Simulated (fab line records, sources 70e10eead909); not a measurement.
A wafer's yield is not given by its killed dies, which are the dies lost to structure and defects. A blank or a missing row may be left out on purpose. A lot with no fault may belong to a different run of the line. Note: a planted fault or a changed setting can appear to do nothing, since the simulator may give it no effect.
fab line records	flow nand-harc
[record] lots = 24	wafers = 72	last-day = 24
route steps=1159 shown A_STAIRCASE@729 A_SGD_CUT@762 A_SLIT@803 A_CONTACT@856
lots untouched by any fault: they come from a run of this same line in which no faults occurred
start-h: the number of hours between the record's first day and the start of the first shown wafer of the lot	wait-h: how many hours have passed since the lot's step before this one	" the same as in the row above	L1.1+2: a single row standing in for several wafers	- no value, or no start given	* or withheld: withheld	< > ~ a bound
route shown NAME@n: a module of which the file shows steps, and the number in the route of the first	usual: mean/standard deviation of fault-free wafers	same: alike in all rows	chamber/n: place in a boat	sites: per-site readings	_std_site: the standard deviation of these	_edge_site: inner sites' mean taken away from outer sites' mean	radius-mm: how far each site lies from the wafer's centre	mask NAME#n: copy n	behind: tool/chamber where the wafer was last shaped	hold: reason for holding the lot/hours on hold/outcome of the hold	device: the n, p or np transistor that did not switch	end of line: at the end of the route, the tests of the same wafers	for a step that has no rows: nothing shown but its recipe	killed: dies lost to structure and defects at the first sort, not the wafer's yield	map: shows each die of a wafer: x if killed, . if not, _ if none is there
set.NAME: setting as actually run; set.NAME@STEP: the setting as run at that earlier step	model.NAME: the simulator's own value behind a step, which no gauge read
a sample of lots followed through the steps of the route, with each step as a table and each wafer as a row
services: the hour from which a tool's chamber was out of use, counted from the record's first day as start-h (under 0 if before that day), plus the number of hours and why
[[steps]]
[step NHARC_A_STAIRCASE_STRIP_446]
[recipe] power-w = 1500	temp-c = 250	chemistry = O2
[usual] drypump-motor-current-A = 6.01/0.23	heater-power-w = 347/19
lot.wafer	tool	chamber	start-h	wait-h	drypump-motor-current-A	heater-power-w	rf-hours-counter-h
L074.2	plasma-asher-01	0	309.61	0.0	5.85	353	8
L074.1	"	1	"	"	6.24	335	8
L074.6	"	0	"	"	5.86	345	-
L075.1	plasma-asher-02	1	310.24	0.2	5.68	334	44
L075.3	"	1	"	"	5.66	326	-
L075.5	"	0	"	"	6.13	384	-
L077.2	plasma-asher-02	1	324.36	0.1	5.70	330	46
L077.4	"	0	"	"	6.12	380	-
L077.5	"	1	"	"	5.70	328	-
L076.2	plasma-asher-01	0	325.54	0.1	5.91	349	10
L076.3	"	0	"	"	5.82	350	-
L076.5	"	1	"	"	6.27	328	-
L078.2	plasma-asher-02	0	337.25	0.0	6.13	385	49
L078.5	"	0	"	"	6.12	389	-
L078.6	"	1	"	"	5.66	326	-
L079.3	plasma-asher-01	1	337.60	0.1	6.29	337	-
L079.4	"	0	"	"	5.87	354	-
L079.5	"	0	"	"	5.82	342	-
L080.1	plasma-asher-01	1	354.19	0.1	6.33	335	20
L080.4	"	1	"	"	6.30	341	-
L080.5	"	1	"	"	6.27	327	-
L081.2	plasma-asher-02	0	354.57	0.1	6.14	385	56
L081.4	"	1	"	"	5.70	321	-
L081.6	"	1	"	"	5.66	324	-
L085.3	plasma-asher-01	0	364.45	0.3	5.88	360	-
L085.4	"	1	"	"	6.29	334	-
L085.6	"	1	"	"	6.29	345	-
L082.1	plasma-asher-01	0	364.69	0.4	5.83	344	25
L082.4	"	1	"	"	6.31	342	-
L082.6	"	0	"	"	5.86	344	-
L084.2	plasma-asher-01	0	364.97	0.7	5.88	340	25
L084.4	"	1	"	"	6.30	335	-
L084.5	"	0	"	"	5.91	343	-
L083.3	plasma-asher-01	1	366.21	0.4	6.28	337	-
L083.5	"	1	"	"	6.28	338	-
L083.6	"	0	"	"	5.86	351	-
L086.2	plasma-asher-02	0	387.42	0.1	6.11	373	5
L086.4	"	1	"	"	5.70	341	-
L086.5	"	0	"	"	6.12	387	-
L087.2	plasma-asher-02	0	388.05	0.0	6.15	392	5
L087.1	"	1	"	"	5.69	326	5
L087.3	"	1	"	"	5.68	336	-
L089.4	plasma-asher-01	0	405.97	0.1	5.85	347	-
L089.3	"	1	"	"	6.31	334	-
L089.6	"	0	"	"	5.87	348	-
L088.2	plasma-asher-01	0	406.21	0.2	5.87	342	43
L088.4	"	0	"	"	5.87	358	-
L088.5	"	0	"	"	5.84	351	-
L091.1	plasma-asher-01	1	417.12	0.0	6.25	341	47
L091.2	"	0	"	"	5.88	341	47
L091.5	"	1	"	"	6.29	332	-
L090.2	plasma-asher-02	1	419.02	0.0	5.68	340	17
L090.4	"	1	"	"	5.66	326	-
L090.6	"	0	"	"	6.11	374	-
L092.1	plasma-asher-01	0	420.05	0.1	5.91	344	48
L092.3	"	1	"	"	6.27	339	-
L092.4	"	0	"	"	5.87	346	-
L093.2	plasma-asher-01	0	433.06	0.1	5.89	340	51
L093.4	"	0	"	"	5.86	354	-
L093.5	"	1	"	"	6.25	337	-
L096.1	plasma-asher-01	1	433.57	0.3	6.27	332	52
L096.3	"	1	"	"	6.34	326	-
L096.5	"	0	"	"	5.85	349	-
L094.4	plasma-asher-01	1	434.07	0.1	6.30	331	-
L094.3	"	0	"	"	5.89	342	-
L094.5	"	1	"	"	6.27	336	-
L095.2	plasma-asher-02	1	434.93	0.0	5.66	332	21
L095.6	"	1	"	"	5.65	334	-
L095.5	"	0	"	"	6.13	385	-
L097.1	plasma-asher-01	1	443.97	0.1	6.26	342	56
L097.2	"	0	"	"	5.83	347	56
L097.5	"	0	"	"	5.88	350	-
[step NHARC_A_STAIRCASE_ETCHBACK_422]
[recipe] target-depth-a = 400	over-etch-frac = 0.3	time-s = 74.286	ion-energy-ev = 120	ch3f-flow-sccm = 50	o2-flow-sccm = 30	ar-flow-sccm = 200	rf-w = 500	bias-w = 100	chemistry = CH3F/O2
[usual] drypump-motor-current-A = 5.5/0.48	oes-product-au = 0.97/0.037	rf-vpp-V = 244.6/1.9	showerhead-plenum-p-Torr = 2.48/0.12	throttle-valve-pct = 20.663/0.0095
lot.wafer	tool	chamber	start-h	wait-h	drypump-motor-current-A	oes-product-au	rf-hours-counter-h	rf-vpp-V	showerhead-plenum-p-Torr	throttle-valve-pct
L074.1	rie-diel-04	1	310.94	0.1	5.1	1.02	3	242.1	2.34	20.659
L074.2	"	3	"	"	6.2	1.00	5	248.3	2.66	20.675
L074.6	"	1	"	"	5.1	1.01	-	243.0	2.34	20.662
L075.1	rie-diel-04	0	311.52	0.1	5.7	1.00	4	243.1	2.39	20.654
L075.3	"	1	"	"	5.1	1.02	3	242.3	2.34	20.661
L075.5	"	0	"	"	5.7	1.00	-	244.5	2.39	20.664
L077.4	rie-diel-04	3	325.65	0.1	6.2	0.93	10	248.5	2.66	20.669
L077.2	"	2	"	"	5.7	0.93	8	245.0	2.51	20.676
L077.5	"	0	"	"	5.7	0.93	-	244.2	2.39	20.669
L076.2	rie-diel-04	2	326.82	0.1	5.7	1.00	8	244.9	2.51	20.655
L076.3	"	0	"	"	5.7	1.00	9	242.5	2.39	20.669
L076.5	"	3	"	"	6.2	1.00	-	247.5	2.66	20.673
L078.2	rie-diel-09	1	338.60	0.1	5.0	0.93	30	241.5	2.30	20.650
L078.6	"	0	"	"	6.3	0.92	-	244.7	2.51	20.676
L078.5	"	1	"	"	5.0	0.94	-	241.5	2.30	20.638
L079.3	rie-diel-04	2	338.86	0.1	5.7	1.00	14	244.3	2.51	20.651
L079.4	"	0	"	"	5.7	1.00	13	243.3	2.39	20.660
L079.5	"	2	"	"	5.7	1.01	-	244.8	2.51	20.664
L080.1	rie-diel-04	3	355.47	0.1	6.2	1.02	22	245.9	2.65	20.662
L080.4	"	0	"	"	5.7	1.01	20	244.6	2.39	20.669
L080.5	"	0	"	"	5.7	1.01	-	243.2	2.39	20.662
L081.2	rie-diel-03	3	355.90	0.1	5.3	1.00	49	241.9	2.30	20.665
L081.4	"	3	"	"	5.3	0.99	-	242.5	2.30	20.655
L081.6	"	1	"	"	4.7	1.00	-	245.9	2.56	20.656
L085.3	rie-diel-03	1	365.74	0.2	4.8	0.99	47	247.1	2.56	20.661
L085.6	"	2	"	"	5.2	1.00	-	246.3	2.61	20.657
L085.4	"	3	"	"	5.3	1.00	-	242.5	2.30	20.646
L082.1	rie-diel-09	3	365.99	0.1	5.6	0.92	44	245.3	2.57	20.658
L082.4	"	1	"	"	5.0	0.93	40	241.5	2.30	20.676
L082.6	"	0	"	"	6.4	0.91	-	244.0	2.51	20.647
L084.2	rie-diel-09	3	366.26	0.1	5.6	0.91	45	246.8	2.57	20.658
L084.4	"	2	"	"	5.6	0.93	42	245.5	2.52	20.666
L084.5	"	3	"	"	5.6	0.93	-	246.5	2.57	20.670
L083.3	rie-diel-03	3	367.53	0.2	5.3	0.91	55	241.9	2.30	20.665
L083.5	"	3	"	"	5.3	0.93	-	243.7	2.30	20.665
L083.6	"	2	"	"	5.2	0.92	-	246.1	2.61	20.648
L086.2	rie-diel-04	1	388.75	0.1	5.1	0.93	34	242.7	2.33	20.675
L086.4	"	3	"	"	6.2	0.93	36	247.9	2.65	20.677
L086.5	"	2	"	"	5.7	0.93	-	245.7	2.50	20.675
L087.2	rie-diel-03	3	389.42	0.2	5.3	0.93	65	241.7	2.29	20.649
L087.3	"	1	"	"	4.7	0.94	57	246.8	2.55	20.665
L087.1	"	2	"	"	5.2	0.92	63	246.2	2.61	20.683
L089.3	rie-diel-09	3	407.23	0.1	5.6	0.94	61	245.3	2.56	20.661
L089.4	"	2	"	"	5.6	0.93	58	245.9	2.52	20.651
L089.6	"	3	"	"	5.6	0.93	-	246.5	2.56	20.657
L088.2	rie-diel-09	3	407.50	0.1	5.6	1.00	61	244.8	2.56	20.656
L088.4	"	0	"	"	6.4	0.99	58	244.8	2.50	20.669
L088.5	"	0	"	"	6.3	0.98	-	244.6	2.50	20.670
L091.1	rie-diel-04	0	418.46	0.1	5.7	0.92	40	244.3	2.38	20.680
L091.2	"	2	"	"	5.7	0.93	46	243.7	2.49	20.668
L091.5	"	1	"	"	5.1	0.94	-	243.6	2.32	20.661
L090.2	rie-diel-03	2	420.41	0.2	5.2	1.00	5	247.2	2.61	20.654
L090.6	"	3	"	"	5.3	1.00	-	241.7	2.29	20.643
L090.4	"	1	"	"	4.7	1.01	-	244.6	2.55	20.674
L092.1	rie-diel-03	1	421.38	0.1	4.7	1.01	11	246.4	2.55	20.658
L092.3	"	2	"	"	5.1	1.00	5	246.9	2.61	20.672
L092.4	"	1	"	"	4.7	1.00	-	246.1	2.55	20.663
L093.2	rie-diel-03	2	434.40	0.2	5.2	1.00	11	247.1	2.60	20.654
L093.4	"	3	"	"	5.3	1.00	9	240.5	2.29	20.672
L093.5	"	2	"	"	5.2	1.00	-	246.6	2.60	20.657
L096.1	rie-diel-03	0	435.03	0.3	5.8	0.99	1	245.4	2.50	20.654
L096.3	"	1	"	"	4.7	1.01	16	244.4	2.55	20.654
L096.5	"	2	"	"	5.2	1.01	-	247.5	2.60	20.673
L094.4	rie-diel-03	2	435.38	0.2	5.2	1.00	11	243.5	2.60	20.648
L094.3	"	3	"	"	5.3	0.99	9	241.9	2.29	20.660
L094.5	"	0	"	"	5.8	0.99	-	245.0	2.50	20.663
L095.2	rie-diel-04	3	436.32	0.2	6.3	1.00	55	247.5	2.64	20.662
L095.5	"	1	"	"	5.1	1.01	-	243.2	2.32	20.655
L095.6	"	2	"	"	5.7	1.00	-	245.7	2.49	20.674
L097.1	rie-diel-09	3	445.32	0.1	5.6	1.01	3	245.1	2.56	20.659
L097.2	"	0	"	"	6.4	0.99	2	244.8	2.50	20.652
L097.5	"	3	"	"	5.6	1.01	-	245.7	2.56	20.665
[step NHARC_A_SGD_CUT_ETCH_58]
[recipe] target-depth-a = 390	over-etch-frac = 0.3	time-s = 65	ion-energy-ev = 80	cf4-flow-sccm = 150	ar-flow-sccm = 0	rf-w = 300	bias-w = 100	chemistry = CF4
[usual] cf4-flow-sccm = 150.0/0.46	drypump-motor-current-A = 5.7/0.35	oes-product-au = 1.001/0.0081	rf-vpp-V = 151.5/1.3	showerhead-plenum-p-Torr = 1.78/0.08	throttle-valve-pct = 13.284/0.0095
lot.wafer	tool	chamber	start-h	wait-h	cf4-flow-sccm	drypump-motor-current-A	oes-product-au	rf-hours-counter-h	rf-vpp-V	showerhead-plenum-p-Torr	throttle-valve-pct
L074.2	rie-diel-10	2	313.25	0.1	150.3	6.3	0.995	7	152.6	1.89	13.280
L074.1	"	0	"	"	150.6	5.7	1.009	8	150.7	1.70	13.272
L074.6	"	3	"	"	150.0	5.2	0.994	-	153.4	1.84	13.286
L075.1	rie-diel-11	0	313.97	0.2	149.7	5.5	1.004	14	150.1	1.67	13.283
L075.3	"	2	"	"	150.4	5.6	1.020	14	152.4	1.76	13.279
L075.5	"	2	"	"	150.1	5.6	1.020	-	151.5	1.76	13.271
L077.4	rie-diel-10	1	327.99	0.1	149.5	5.9	1.009	9	153.6	1.88	13.273
L077.2	"	0	"	"	150.1	5.6	1.008	8	150.1	1.70	13.290
L077.5	"	2	"	"	150.4	6.3	0.993	-	151.3	1.89	13.284
L076.2	rie-diel-11	2	329.16	0.1	150.0	5.6	1.019	15	151.0	1.76	13.290
L076.3	"	3	"	"	149.7	5.6	0.999	15	151.8	1.69	13.284
L076.5	"	1	"	"	150.4	6.1	0.991	-	150.0	1.73	13.288
L078.2	rie-diel-10	0	340.92	0.1	149.8	5.6	0.999	9	150.1	1.70	13.283
L078.5	"	1	"	"	150.3	5.9	1.010	-	152.3	1.88	13.292
L078.6	"	2	"	"	150.2	6.3	0.992	-	151.9	1.89	13.294
L079.4	rie-diel-11	1	341.18	0.1	150.0	6.1	0.989	17	152.0	1.73	13.296
L079.3	"	2	"	"	149.9	5.6	1.011	17	150.8	1.76	13.273
L079.5	"	0	"	"	150.3	5.5	0.995	-	150.3	1.67	13.283
L080.1	rie-diel-08	2	357.86	0.1	149.7	5.2	0.998	4	152.7	1.83	13.296
L080.4	"	3	"	"	150.5	6.2	0.994	5	151.4	1.74	13.280
L080.5	"	1	"	"	149.4	5.8	0.999	-	151.9	1.88	13.270
L081.2	rie-diel-11	3	358.47	0.1	150.3	5.6	0.987	19	150.0	1.68	13.301
L081.4	"	1	"	"	150.6	6.2	0.994	19	149.5	1.73	13.286
L081.6	"	3	"	"	149.8	5.7	0.991	-	150.1	1.68	13.290
L085.3	rie-diel-10	1	368.06	0.1	150.6	5.9	1.001	0	153.9	1.88	13.299
L085.4	"	2	"	"	150.2	6.2	0.998	0	151.4	1.89	13.285
L085.6	"	0	"	"	149.3	5.6	1.001	-	151.6	1.70	13.279
L082.4	rie-diel-08	1	368.70	0.1	150.0	5.8	1.003	5	154.5	1.88	13.268
L082.1	"	0	"	"	150.7	5.7	0.994	5	150.6	1.74	13.285
L082.6	"	1	"	"	149.9	5.8	1.005	-	153.6	1.88	13.286
L084.2	rie-diel-10	0	368.72	0.1	150.6	5.6	1.004	1	150.9	1.70	13.299
L084.4	"	1	"	"	150.0	5.9	1.002	0	153.5	1.88	13.287
L084.5	"	0	"	"	150.7	5.6	0.994	-	150.9	1.70	13.268
L083.3	rie-diel-10	3	369.92	0.1	150.0	5.2	0.998	1	152.2	1.84	13.294
L083.6	"	2	"	"	149.8	6.4	0.992	-	154.4	1.89	13.285
L083.5	"	3	"	"	150.1	5.2	0.998	-	152.9	1.84	13.286
L086.4	rie-diel-08	2	391.10	0.1	149.7	5.2	1.002	6	151.7	1.82	13.288
L086.2	"	1	"	"	149.5	5.8	0.995	7	152.0	1.88	13.275
L086.5	"	3	"	"	150.0	6.2	0.991	-	154.0	1.73	13.299
L087.2	rie-diel-11	0	391.92	0.1	150.6	5.5	1.002	2	150.1	1.67	13.289
L087.1	"	1	"	"	149.9	6.1	1.015	1	150.4	1.73	13.295
L087.3	"	2	"	"	150.4	5.6	1.004	2	152.2	1.76	13.279
L089.3	rie-diel-11	0	409.61	0.1	149.9	5.5	1.000	4	150.3	1.67	13.287
L089.4	"	1	"	"	150.3	6.1	0.999	4	151.7	1.73	13.278
L089.6	"	2	"	"	150.5	5.6	0.995	-	151.6	1.76	13.272
L088.2	rie-diel-10	2	410.01	0.1	150.7	6.3	1.002	4	153.4	1.89	13.278
L088.4	"	0	"	"	149.7	5.6	1.011	5	150.1	1.69	13.283
L088.5	"	3	"	"	150.8	5.2	1.005	-	153.1	1.83	13.280
L091.2	rie-diel-10	2	420.78	0.1	150.7	6.3	0.994	4	152.4	1.89	13.277
L091.1	"	3	"	"	151.3	5.2	0.997	5	152.7	1.83	13.297
L091.5	"	2	"	"	150.1	6.3	0.991	-	152.5	1.89	13.277
L090.2	rie-diel-08	3	422.78	0.1	149.2	6.2	1.001	12	151.8	1.73	13.279
L090.6	"	1	"	"	149.6	5.8	1.008	-	153.2	1.88	13.281
L090.4	"	0	"	"	149.8	5.7	1.006	-	150.9	1.74	13.282
L092.3	rie-diel-11	3	423.76	0.1	149.6	5.7	1.009	7	149.7	1.68	13.292
L092.1	"	0	"	"	150.4	5.5	0.995	6	150.6	1.67	13.288
L092.4	"	1	"	"	150.5	6.1	1.010	6	150.8	1.73	13.286
L093.2	rie-diel-10	1	437.00	0.1	150.9	5.9	1.006	6	152.3	1.88	13.274
L093.4	"	2	"	"	151.1	6.3	1.000	5	153.0	1.88	13.291
L093.5	"	1	"	"	150.1	5.9	0.990	-	153.1	1.88	13.274
L096.3	rie-diel-08	3	437.43	0.1	150.4	6.2	1.004	13	151.7	1.73	13.282
L096.1	"	2	"	"	150.6	5.1	0.986	9	152.4	1.82	13.283
L096.5	"	0	"	"	149.7	5.7	1.002	-	150.5	1.74	13.273
L094.4	rie-diel-11	3	437.79	0.1	150.6	5.6	1.023	9	150.5	1.68	13.279
L094.3	"	1	"	"	150.0	6.1	1.010	8	152.5	1.73	13.287
L094.5	"	2	"	"	150.6	5.6	1.008	-	151.5	1.75	13.293
L095.2	rie-diel-10	3	438.81	0.1	148.8	5.2	0.995	6	150.8	1.83	13.282
L095.6	"	2	"	"	150.0	6.3	0.991	-	153.0	1.88	13.274
L095.5	"	3	"	"	149.7	5.3	0.992	-	151.7	1.83	13.297
L097.1	rie-diel-10	2	447.67	0.1	150.2	6.3	0.987	6	153.4	1.88	13.272
L097.2	"	3	"	"	150.1	5.2	0.992	7	150.8	1.83	13.294
L097.5	"	2	"	"	150.1	6.3	0.989	-	152.4	1.88	13.271
[step NHARC_A_SLIT_CD_MEAS_21]
[usual] cd-nm = 289.4/1
lot.wafer	tool	chamber	start-h	wait-h	cd-nm
L074.1	cd-sem-03	-	326.67	-	290.9
L074.2	"	-	"	"	290.6
L074.6	"	-	"	"	290.5
L075.1	cd-sem-02	-	326.85	-	289.3
L075.3	"	-	"	"	289.1
L075.5	"	-	"	"	288.8
L076.2	cd-sem-03	-	344.41	-	289.8
L076.3	"	-	"	"	288.9
L076.5	"	-	"	"	289.7
L077.2	cd-sem-02	-	346.10	-	289.3
L077.4	"	-	"	"	291.0
L077.5	"	-	"	"	291.9
L078.2	cd-sem-03	-	353.91	-	289.9
L078.5	"	-	"	"	290.8
L078.6	"	-	"	"	289.6
L079.3	cd-sem-03	-	355.60	-	290.8
L079.4	"	-	"	"	289.4
L079.5	"	-	"	"	290.6
L081.2	cd-sem-02	-	373.88	-	286.4
L081.4	"	-	"	"	287.8
L081.6	"	-	"	"	286.9
L080.1	cd-sem-02	-	374.75	-	289.8
L080.4	"	-	"	"	288.9
L080.5	"	-	"	"	289.6
L082.1	cd-sem-02	-	385.90	-	289.6
L082.4	"	-	"	"	289.6
L082.6	"	-	"	"	289.1
L085.3	cd-sem-02	-	386.71	-	290.5
L085.4	"	-	"	"	290.1
L085.6	"	-	"	"	289.2
L084.2	cd-sem-01	-	387.62	-	289.0
L084.4	"	-	"	"	289.7
L084.5	"	-	"	"	288.6
L083.3	cd-sem-01	-	388.37	-	289.1
L083.5	"	-	"	"	289.3
L083.6	"	-	"	"	289.1
L086.2	cd-sem-01	-	404.33	-	290.0
L086.4	"	-	"	"	289.4
L086.5	"	-	"	"	289.2
L087.1	cd-sem-01	-	406.01	-	290.0
L087.2	"	-	"	"	288.9
L087.3	"	-	"	"	289.7
L088.2	cd-sem-02	-	425.86	-	289.2
L088.4	"	-	"	"	289.0
L088.5	"	-	"	"	288.6
L089.3	cd-sem-02	-	427.08	-	289.9
L089.4	"	-	"	"	290.3
L089.6	"	-	"	"	290.0
L090.2	cd-sem-02	-	433.56	-	290.6
L090.4	"	-	"	"	291.0
L090.6	"	-	"	"	290.2
L091.1	cd-sem-03	-	435.51	-	289.6
L091.2	"	-	"	"	289.5
L091.5	"	-	"	"	289.6
L092.1	cd-sem-03	-	439.30	-	289.5
L092.3	"	-	"	"	290.2
L092.4	"	-	"	"	289.9
L093.2	cd-sem-02	-	452.80	-	288.9
L093.4	"	-	"	"	287.6
L093.5	"	-	"	"	288.0
L094.3	cd-sem-03	-	453.00	-	289.2
L094.4	"	-	"	"	291.3
L094.5	"	-	"	"	290.6
L096.1	cd-sem-03	-	454.48	-	289.2
L096.3	"	-	"	"	289.6
L096.5	"	-	"	"	289.6
L095.2	cd-sem-03	-	455.02	-	287.2
L095.5	"	-	"	"	288.2
L095.6	"	-	"	"	289.0
L097.1	cd-sem-02	-	464.53	-	289.3
L097.2	"	-	"	"	288.9
L097.5	"	-	"	"	288.6
[step NHARC_A_CONTACT_INSPECT_44]
[usual] raw-defect-count = 27/14
lot.wafer	tool	chamber	start-h	wait-h	raw-defect-count
L074.1	defect-inspect-02	-	368.52	0.0	18
L074.2	"	-	"	"	9
L074.6	"	-	"	"	33
L075.1	defect-inspect-01	-	368.78	0.0	15
L075.3	"	-	"	"	25
L075.5	"	-	"	"	18
L076.2	defect-inspect-01	-	385.31	0.0	6
L076.3	"	-	"	"	8
L076.5	"	-	"	"	16
L077.2	defect-inspect-02	-	387.57	0.0	22
L077.4	"	-	"	"	23
L077.5	"	-	"	"	20
L078.2	defect-inspect-02	-	397.43	0.0	36
L078.5	"	-	"	"	36
L078.6	"	-	"	"	24
L079.3	defect-inspect-01	-	402.53	0.0	8
L079.4	"	-	"	"	6
L079.5	"	-	"	"	12
L080.1	defect-inspect-01	-	413.42	0.0	28
L080.4	"	-	"	"	31
L080.5	"	-	"	"	42
L081.2	defect-inspect-02	-	415.28	0.0	9
L081.4	"	-	"	"	6
L081.6	"	-	"	"	7
L084.2	defect-inspect-01	-	430.41	0.0	21
L084.4	"	-	"	"	24
L084.5	"	-	"	"	18
L085.3	defect-inspect-01	-	430.57	0.0	31
L085.4	"	-	"	"	20
L085.6	"	-	"	"	41
L083.3	defect-inspect-01	-	434.84	0.0	29
L083.5	"	-	"	"	29
L083.6	"	-	"	"	31
L082.1	defect-inspect-01	-	435.63	0.0	21
L082.4	"	-	"	"	23
L082.6	"	-	"	"	22
L087.1	defect-inspect-01	-	447.33	0.0	21
L087.2	"	-	"	"	29
L087.3	"	-	"	"	39
L086.2	defect-inspect-01	-	447.61	0.0	16
L086.4	"	-	"	"	14
L086.5	"	-	"	"	9
L088.2	defect-inspect-01	-	463.88	0.0	35
L088.4	"	-	"	"	36
L088.5	"	-	"	"	38
L089.3	defect-inspect-01	-	464.29	0.0	39
L089.4	"	-	"	"	24
L089.6	"	-	"	"	38
L090.2	defect-inspect-01	-	476.85	0.0	14
L090.4	"	-	"	"	11
L090.6	"	-	"	"	13
L091.1	defect-inspect-01	-	477.03	0.0	55
L091.2	"	-	"	"	60
L091.5	"	-	"	"	40
L092.1	defect-inspect-01	-	482.32	0.0	38
L092.3	"	-	"	"	37
L092.4	"	-	"	"	39
L095.2	defect-inspect-02	-	499.23	0.0	39
L095.5	"	-	"	"	44
L095.6	"	-	"	"	37
L093.2	defect-inspect-02	-	499.41	0.1	40
L093.4	"	-	"	"	39
L093.5	"	-	"	"	41
L094.3	defect-inspect-01	-	503.33	0.0	61
L094.4	"	-	"	"	57
L094.5	"	-	"	"	50
L096.1	defect-inspect-02	-	504.06	0.0	8
L096.3	"	-	"	"	10
L096.5	"	-	"	"	9
L097.1	defect-inspect-02	-	511.01	0.0	33
L097.2	"	-	"	"	33
L097.5	"	-	"	"	36
[step NHARC_A_CONTACT_INSPECT_71]
[usual] raw-defect-count = 29/14
lot.wafer	tool	chamber	start-h	wait-h	raw-defect-count
L075.1	defect-inspect-01	-	377.71	0.0	16
L075.3	"	-	"	"	28
L075.5	"	-	"	"	19
L074.1	defect-inspect-02	-	379.03	0.0	19
L074.2	"	-	"	"	14
L074.6	"	-	"	"	30
L076.2	defect-inspect-01	-	392.97	0.0	7
L076.3	"	-	"	"	13
L076.5	"	-	"	"	16
L077.2	defect-inspect-02	-	395.03	0.0	25
L077.4	"	-	"	"	29
L077.5	"	-	"	"	22
L078.2	defect-inspect-01	-	404.78	0.0	35
L078.5	"	-	"	"	37
L078.6	"	-	"	"	23
L079.3	defect-inspect-01	-	410.29	0.0	12
L079.4	"	-	"	"	6
L079.5	"	-	"	"	13
L080.1	defect-inspect-02	-	420.45	0.0	31
L080.4	"	-	"	"	35
L080.5	"	-	"	"	39
L081.2	defect-inspect-01	-	423.88	0.0	10
L081.4	"	-	"	"	12
L081.6	"	-	"	"	10
L084.2	defect-inspect-01	-	437.67	0.0	22
L084.4	"	-	"	"	24
L084.5	"	-	"	"	22
L085.3	defect-inspect-01	-	441.13	0.0	33
L085.4	"	-	"	"	22
L085.6	"	-	"	"	39
L083.3	defect-inspect-01	-	443.21	0.0	29
L083.5	"	-	"	"	33
L083.6	"	-	"	"	31
L082.1	defect-inspect-01	-	443.37	0.0	21
L082.4	"	-	"	"	21
L082.6	"	-	"	"	28
L087.1	defect-inspect-01	-	457.16	0.0	25
L087.2	"	-	"	"	29
L087.3	"	-	"	"	38
L086.2	defect-inspect-01	-	458.24	0.0	18
L086.4	"	-	"	"	14
L086.5	"	-	"	"	15
L088.2	defect-inspect-01	-	471.28	0.0	36
L088.4	"	-	"	"	36
L088.5	"	-	"	"	40
L089.3	defect-inspect-01	-	471.71	0.0	44
L089.4	"	-	"	"	24
L089.6	"	-	"	"	38
L090.2	defect-inspect-01	-	484.84	0.0	15
L090.4	"	-	"	"	9
L090.6	"	-	"	"	17
L091.1	defect-inspect-01	-	485.86	0.0	55
L091.2	"	-	"	"	58
L091.5	"	-	"	"	43
L092.1	defect-inspect-01	-	491.32	0.0	41
L092.3	"	-	"	"	37
L092.4	"	-	"	"	46
L093.2	defect-inspect-02	-	507.06	0.0	37
L093.4	"	-	"	"	39
L093.5	"	-	"	"	45
L095.2	defect-inspect-02	-	508.44	0.0	36
L095.5	"	-	"	"	45
L095.6	"	-	"	"	36
L094.3	defect-inspect-02	-	510.37	0.0	58
L094.4	"	-	"	"	60
L094.5	"	-	"	"	49
L096.1	defect-inspect-02	-	512.13	0.1	7
L096.3	"	-	"	"	12
L096.5	"	-	"	"	12
L097.1	defect-inspect-02	-	522.46	0.0	35
L097.2	"	-	"	"	33
L097.5	"	-	"	"	37
[[services]]
tool	chamber	start-h	hours	kind
rie-diel-10	2	298.33	8.1	repair
rie-diel-08	-	301.81	9.0	pm
rie-diel-03	3	309.67	6.2	repair
rie-diel-11	1	312.19	5.3	repair
rie-diel-03	1	312.57	18.9	repair
rie-diel-11	3	320.89	4.7	repair
plasma-asher-02	-	332.86	4.0	repair
rie-diel-03	-	333.37	0.1	repair
rie-diel-08	0	335.76	9.9	repair
rie-diel-09	1	339.50	1.9	repair
rie-diel-11	2	347.51	4.3	repair
rie-diel-09	0	353.43	2.7	repair
rie-diel-10	-	353.50	9.0	pm
rie-diel-08	2	358.51	8.9	repair
plasma-asher-02	-	360.00	9.0	pm
rie-diel-11	-	366.63	9.0	pm
rie-diel-09	0	371.94	1.3	repair
plasma-asher-02	-	373.99	3.7	repair
rie-diel-10	-	376.53	2.5	repair
rie-diel-04	0	377.78	7.9	repair
rie-diel-03	-	392.34	9.0	pm
plasma-asher-01	-	396.06	0.7	repair
rie-diel-03	2	408.24	2.8	repair
rie-diel-09	-	432.52	9.0	pm
[[key]]
fault none
